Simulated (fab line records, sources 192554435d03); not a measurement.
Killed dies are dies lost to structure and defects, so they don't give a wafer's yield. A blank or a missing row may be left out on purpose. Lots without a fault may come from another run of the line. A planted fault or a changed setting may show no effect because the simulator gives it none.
Which tool did it? | flow n5_finfet | 9 lots, 25 wafers sampled, at 6 steps of a route of 1938

WHAT THE GAUGES READ, wafer by wafer
N5_FIN_CUT_INSPECT_10: inspects for defects (brightfield). Usual: raw_defect_count 42, standard deviation 12.
lot  | measured    | on                | raw_defect_count | flag
L529 | day 2 14:41 | defect_inspect-01 | 89 46 44         |
L535 | day 4 05:43 | defect_inspect-02 | 19 38 31         |
L536 | day 4 10:42 | defect_inspect-01 | 30 38 39         |
L537 | day 4 18:17 | defect_inspect-01 | 57 58 59         |
L540 | day 5 11:11 | defect_inspect-01 | 44 41 43         |
L541 | day 5 14:47 | defect_inspect-01 | 38 49            |
L543 | day 6 03:31 | defect_inspect-01 | 60 38            |
L548 | day 7 09:40 | defect_inspect-02 | 41 47 51         |
L549 | day 7 15:23 | defect_inspect-01 | 24 45 33         |

N5_STI_FIN_REVEAL_CD_MEAS_22: target cd 6.238 nm, pitch 28 nm. Usual: cd_nm 6.35 nm, standard deviation 0.29.
lot  | measured    | on        | cd_nm (nm)     | flag
L529 | day 3 00:24 | cd_sem-02 | 6.77 6.27 6.85 |
L535 | day 4 15:16 | cd_sem-02 | 8.08 8.06 8.35 | OFF
L536 | day 4 20:28 | cd_sem-01 | 7.68 7.92 7.88 | OFF
L537 | day 5 07:02 | cd_sem-02 | 5.75 6.56 6.54 |
L540 | day 5 20:46 | cd_sem-02 | 6.90 6.34 6.47 |
L541 | day 6 01:04 | cd_sem-02 | 6.61 6.78      |
L543 | day 6 13:35 | cd_sem-01 | 5.77 6.08      |
L548 | day 7 19:37 | cd_sem-03 | 6.43 6.78 5.64 |
L549 | day 8 01:25 | cd_sem-02 | 6.18 5.97 6.50 |

N5_BEOL_M4_RC_MEAS_101. Usual: DIBL_N 37.7 mV/V, standard deviation 2; DIBL_P 37.7 mV/V, standard deviation 2.3; IOFF_N 0.18 nA/um, standard deviation 0.039; IOFF_N_85C 3.5 nA/um, standard deviation 0.62; IOFF_N_LIN 0.083 nA/um, standard deviation 0.014; IOFF_N_LONG 5.54e-05 nA/um, standard deviation 2.7e-06; IOFF_P 0.23 nA/um, standard deviation 0.042; IOFF_P_85C 3.9 nA/um, standard deviation 0.6; IOFF_P_LIN 0.105 nA/um, standard deviation 0.014; IOFF_P_LONG 0.000103 nA/um, standard deviation 8.8e-06; ION_N 681 uA/um, standard deviation 12; ION_P 463 uA/um, standard deviation 8; REXT_N 75.6 ohm.um, standard deviation 1.8; REXT_P 101.1 ohm.um, standard deviation 2; SS_N 71.9 mV/dec, standard deviation 0.68; SS_P 73.6 mV/dec, standard deviation 0.71; VT_N 248 mV, standard deviation 3.2; VT_N_LONG 274.5 mV, standard deviation 2.1; VT_N_LVT 98 mV, standard deviation 3.2; VT_P -249 mV, standard deviation 3.1; VT_P_LONG -275.9 mV, standard deviation 2.7; VT_P_LVT -98.9 mV, standard deviation 2.8.
lot  | measured     | on        | DIBL_N (mV/V)  | DIBL_P (mV/V)  | IOFF_N (nA/um) | IOFF_N_85C (nA/um) | IOFF_N_LIN (nA/um) | IOFF_N_LONG (nA/um)        | IOFF_P (nA/um) | IOFF_P_85C (nA/um) | IOFF_P_LIN (nA/um) | IOFF_P_LONG (nA/um)        | ION_N (uA/um) | ION_P (uA/um) | REXT_N (ohm.um) | REXT_P (ohm.um)   | SS_N (mV/dec)  | SS_P (mV/dec)  | VT_N (mV)   | VT_N_LONG (mV)    | VT_N_LVT (mV) | VT_P (mV)      | VT_P_LONG (mV)       | VT_P_LVT (mV)      | flag
L529 | day 12 01:04 | prober-02 | 42.7 36.7 42.0 | 41.4 34.8 40.6 | 0.26 0.13 0.25 | 4.7 2.6 4.5        | 0.111 0.064 0.107  | 5.7e-05 5.58e-05 5.68e-05  | 0.31 0.18 0.30 | 5.2 3.2 4.9        | 0.136 0.092 0.131  | 0.000115 0.000112 0.000111 | 704 672 707   | 480 465 482   | 74.2 74.5 73.6  | 101.6 101.6 101.9 | 73.3 71.3 72.9 | 74.6 72.9 74.4 | 244 254 245 | 276.1 272.0 275.6 | 92 101 93     | -245 -254 -247 | -275.7 -274.3 -273.8 | -94.6 -101.4 -94.7 |
L535 | day 13 18:59 | prober-02 | 49.8 47.6 48.3 | 54.2 51.0 54.0 | 0.89 0.69 0.84 | 13.2 10.8 12.5     | 0.393 0.322 0.382  | 8.39e-05 8.34e-05 8.26e-05 | 0.82 0.61 0.81 | 11.5 9.1 11.4      | 0.361 0.287 0.351  | 0.000135 0.000125 0.000135 | 767 768 786   | 503 501 515   | 67.6 66.9 69.3  | 87.2 88.5 87.5    | 75.3 74.9 75.2 | 77.8 77.6 78.0 | 222 225 225 | 259.5 262.7 260.8 | 74 78 75      | -235 -240 -234 | -266.9 -267.0 -267.3 | -86.2 -90.1 -86.6  | OFF
L536 | day 13 21:57 | prober-01 | 48.6 51.3 49.8 | 51.8 53.4 53.7 | 0.76 1.05 0.83 | 11.4 14.9 12.4     | 0.351 0.420 0.373  | 9.09e-05 9.43e-05 9.12e-05 | 0.75 0.84 0.79 | 10.6 11.9 11.3     | 0.356 0.382 0.365  | 0.000148 0.000148 0.000147 | 751 770 757   | 503 505 499   | 66.9 65.1 66.7  | 91.9 90.4 91.1    | 74.5 75.1 73.9 | 77.8 77.9 77.2 | 224 222 225 | 257.2 256.3 254.7 | 74 70 73      | -233 -229 -234 | -262.2 -263.9 -261.1 | -82.0 -80.4 -82.1  | OFF
L537 | day 14 11:06 | prober-02 | 34.1 36.3 34.2 | 34.6 37.9 35.2 | 0.14 0.19 0.16 | 2.9 3.6 3.1        | 0.067 0.086 0.074  | 5.72e-05 5.7e-05 5.78e-05  | 0.18 0.24 0.19 | 3.2 4.0 3.4        | 0.088 0.109 0.094  | 0.000103 0.000109 0.000106 | 668 697 689   | 453 472 470   | 75.9 76.6 76.9  | 98.0 95.9 98.2    | 70.5 72.3 71.6 | 72.2 73.2 73.5 | 250 247 247 | 272.4 274.5 274.5 | 99 94 96      | -252 -248 -249 | -276.4 -274.2 -276.4 | -101.1 -95.9 -99.1 |
L540 | day 15 17:26 | prober-01 | 34.6 36.4 39.1 | 35.0 37.2 40.1 | 0.14 0.16 0.21 | 2.8 3.2 4.0        | 0.067 0.074 0.089  | 5.18e-05 5.28e-05 5.23e-05 | 0.19 0.22 0.27 | 3.3 3.7 4.4        | 0.093 0.102 0.119  | 9.9e-05 0.000101 9.9e-05   | 668 673 685   | 461 461 458   | 76.4 75.5 74.8  | 102.3 101.4 101.7 | 70.6 71.1 72.7 | 73.0 73.6 73.4 | 249 251 247 | 276.7 275.6 277.9 | 101 99 99     | -250 -251 -248 | -275.0 -276.1 -274.7 | -101.6 -99.8 -97.2 |
L541 | day 15 14:21 | prober-01 | 35.0 41.1      | 35.0 41.9      | 0.15 0.26      | 2.9 4.7            | 0.072 0.110        | 5.54e-05 5.42e-05          | 0.20 0.31      | 3.5 5.1            | 0.094 0.128        | 0.000104 0.0001            | 691 679       | 476 465       | 75.6 77.0       | 97.7 98.3         | 70.9 72.4      | 72.8 74.6      | 248 243     | 271.8 275.4       | 97 92         | -250 -243      | -277.0 -277.2        | -100.4 -95.9       |
L543 | day 15 22:14 | prober-02 | 37.4 36.1      | 38.8 37.4      | 0.16 0.15      | 3.0 2.9            | 0.069 0.069        | 4.93e-05 5.12e-05          | 0.23 0.20      | 3.8 3.4            | 0.101 0.093        | 0.0001 9.5e-05             | 663 674       | 454 456       | 78.5 76.5       | 100.8 100.2       | 71.4 71.9      | 74.0 73.9      | 254 252     | 277.6 277.5       | 103 101       | -251 -252      | -277.0 -278.1        | -100.0 -101.6      |
L548 | day 17 01:52 | prober-02 | 38.5 35.3 36.5 | 36.9 35.0 36.6 | 0.20 0.15 0.15 | 3.8 2.9 3.0        | 0.084 0.071 0.072  | 5.65e-05 5.53e-05 5.59e-05 | 0.21 0.19 0.20 | 3.8 3.6 3.7        | 0.104 0.099 0.100  | 9.6e-05 0.000105 0.000103  | 681 682 671   | 464 464 457   | 73.4 74.8 73.8  | 100.1 99.8 99.0   | 72.8 71.3 71.7 | 73.6 73.6 73.2 | 247 248 251 | 271.6 271.3 273.7 | 96 99 100     | -249 -249 -249 | -278.0 -274.3 -275.5 | -98.3 -98.3 -99.6  |
L549 | day 17 05:06 | prober-02 | 39.4 36.0 38.5 | 38.3 34.0 39.8 | 0.22 0.17 0.22 | 4.0 3.2 4.1        | 0.091 0.073 0.098  | 5.81e-05 5.87e-05 5.67e-05 | 0.26 0.19 0.30 | 4.4 3.4 4.9        | 0.118 0.097 0.132  | 0.000107 0.000111 0.000106 | 685 680 688   | 469 459 471   | 74.4 73.6 76.6  | 103.3 102.1 102.6 | 73.2 71.6 71.4 | 73.9 72.8 73.6 | 245 249 244 | 274.8 271.7 272.4 | 95 97 92      | -247 -251 -246 | -277.7 -277.0 -277.7 | -96.0 -97.1 -92.3  |

WHICH TOOL RAN EACH LOT (tool, then ch and the chambers of the sampled wafers, then the start)
lot  | N5_STI_FIN_REVEAL_ALD_14         | N5_STI_FIN_REVEAL_CMP_04     | N5_STI_FIN_REVEAL_ETCH_34
L529 | ald_sin-02 ch 0,1,3, day 2 15:44 | cmp-02 ch 0,1,3, day 2 20:53 | rie_si-01 ch 0,1, day 2 23:50
L535 | ald_sin-02 ch 0,1,2, day 4 06:46 | cmp-03 ch 2,3, day 4 11:52   | rie_si-01 ch 0,2,3, day 4 14:42
L536 | ald_sin-03 ch 0,2, day 4 11:48   | cmp-02 ch 2,3, day 4 17:00   | rie_si-03 ch 0,2,3, day 4 19:53
L537 | ald_sin-01 ch 0,1, day 4 22:13   | cmp-01 ch 0,1,3, day 5 03:16 | rie_si-03 ch 1,2, day 5 06:28
L540 | ald_sin-01 ch 1,2,3, day 5 12:13 | cmp-01 ch 1,3, day 5 17:18   | rie_si-03 ch 1,2,3, day 5 20:11
L541 | ald_sin-03 ch 1,2, day 5 16:39   | cmp-01 ch 0,3, day 5 21:44   | rie_si-01 ch 2,3, day 6 00:29
L543 | ald_sin-02 ch 0,3, day 6 04:35   | cmp-01 ch 2, day 6 09:40     | rie_si-03 ch 1, day 6 12:57
L548 | ald_sin-01 ch 0,2, day 7 10:58   | cmp-03 ch 0,1,3, day 7 16:05 | rie_si-03 ch 1,2, day 7 19:02
L549 | ald_sin-02 ch 0,1,2, day 7 16:44 | cmp-02 ch 0,2,3, day 7 21:50 | rie_si-01 ch 0,1,2, day 8 00:50
- N5_STI_FIN_REVEAL_ALD_14: deposits Si3N4, target thk 3 nm.
- N5_STI_FIN_REVEAL_CMP_04: polishes, stops on Si3N4, t overpolish 4 s, target thk 131.83 nm.
- N5_STI_FIN_REVEAL_ETCH_34: etches Si in H2, material Si, target depth 0.97 nm.

WHAT THE TOOLS THEMSELVES READ (means of the sampled wafers that have a number; where no wafer has one, the mark that the record gives instead)
N5_STI_FIN_REVEAL_ALD_14. Usual: chamber_pressure_Torr 2.000 Torr, standard deviation 0.0042; heater_power_w 854 W, standard deviation 85.
lot  | tool       | chamber_pressure_Torr (Torr) | heater_power_w (W) | flag
L529 | ald_sin-02 | 2.002                        | 814                |
L535 | ald_sin-02 | 2.005                        | 852                |
L536 | ald_sin-03 | 2.001                        | 859                |
L537 | ald_sin-01 | 2.001                        | 791                |
L540 | ald_sin-01 | 2.000                        | 906                |
L541 | ald_sin-03 | 2.005                        | 836                |
L543 | ald_sin-02 | 2.004                        | 782                |
L548 | ald_sin-01 | 2.003                        | 998                |
L549 | ald_sin-02 | 1.998                        | 868                |

N5_STI_FIN_REVEAL_CMP_04. Usual: edge_zone_pressure_frac 0.999, standard deviation 0.0052; motor_current_A 7.9 A, standard deviation 0.86; overpolish_run_s 4.000 s, standard deviation 0.0097; time_to_endpoint_s 103 s, standard deviation 5.6.
lot  | tool   | edge_zone_pressure_frac | motor_current_A (A) | overpolish_run_s (s) | time_to_endpoint_s (s) | flag
L529 | cmp-02 | 1.003                   | 7.4                 | 3.996                | 96                     |
L535 | cmp-03 | 1.001                   | 7.9                 | 4.007                | 105                    |
L536 | cmp-02 | 1.001                   | 6.8                 | 3.998                | 99                     |
L537 | cmp-01 | 1.000                   | 8.1                 | 3.997                | 104                    |
L540 | cmp-01 | 1.000                   | 7.7                 | 4.007                | 105                    |
L541 | cmp-01 | 0.997                   | 8.1                 | 4.003                | 100                    |
L543 | cmp-01 | 0.998                   | 7.7                 | 3.994                | 100                    |
L548 | cmp-03 | 1.004                   | 8.5                 | 4.006                | 109                    |
L549 | cmp-02 | 0.996                   | 7.1                 | 4.007                | 98                     |

N5_STI_FIN_REVEAL_ETCH_34. Usual: chamber_pressure_mTorr 4.500 mTorr, standard deviation 0.0043; drypump_motor_current_A 5.9 A, standard deviation 0.43; oes_product_au 0.997 a.u., standard deviation 0.017; throttle_valve_pct 25.7 %, standard deviation 0.57.
lot  | tool      | chamber_pressure_mTorr (mTorr) | drypump_motor_current_A (A) | oes_product_au (a.u.) | throttle_valve_pct (%) | flag
L529 | rie_si-01 | 4.502                          | 5.9                         | 1.012                 | 25.3                   |
L535 | rie_si-01 | -                              | -                           | -                     | -                      | OFF
L536 | rie_si-03 | -                              | -                           | -                     | -                      | OFF
L537 | rie_si-03 | 4.502                          | 5.6                         | 0.987                 | 25.4                   |
L540 | rie_si-03 | 4.499                          | 5.5                         | 0.994                 | 25.3                   |
L541 | rie_si-01 | 4.502                          | 6.2                         | 0.988                 | 26.4                   |
L543 | rie_si-03 | 4.498                          | 5.4                         | 1.002                 | 25.6                   |
L548 | rie_si-03 | 4.498                          | 5.5                         | 0.991                 | 25.4                   |
L549 | rie_si-01 | 4.501                          | 5.9                         | 1.005                 | 25.5                   |

THE ANSWER, worked out from the rows above alone
Rule: a lot is off if the mean of its wafers that have a number lies more than 3 standard deviations from the usual mean. A lot without any number at a reading at which 4 lots or more have one is off too. The other lots that the step has rows for count as sound. The gauges are gone through in route order, then the tools' own readings, and for those a lot's mean is taken as printed above. The first step at which some lot is off is used, and at that step the reading that is off furthest; a lot without a number counts as furthest.
Off: L535, L536, at N5_STI_FIN_REVEAL_CD_MEAS_22 (cd_nm).
A tool fits if, at a process step before that reading, it ran every lot that is off, and no sound lot after the first of them. The gauges at N5_STI_FIN_REVEAL_CD_MEAS_22 aren't tried: what is off there is off at N5_BEOL_M4_RC_MEAS_101 too, on other tools, and a gauge's error can't cause that. None of those tried fits.

WHAT THE SIMULATOR HAD PUT IN
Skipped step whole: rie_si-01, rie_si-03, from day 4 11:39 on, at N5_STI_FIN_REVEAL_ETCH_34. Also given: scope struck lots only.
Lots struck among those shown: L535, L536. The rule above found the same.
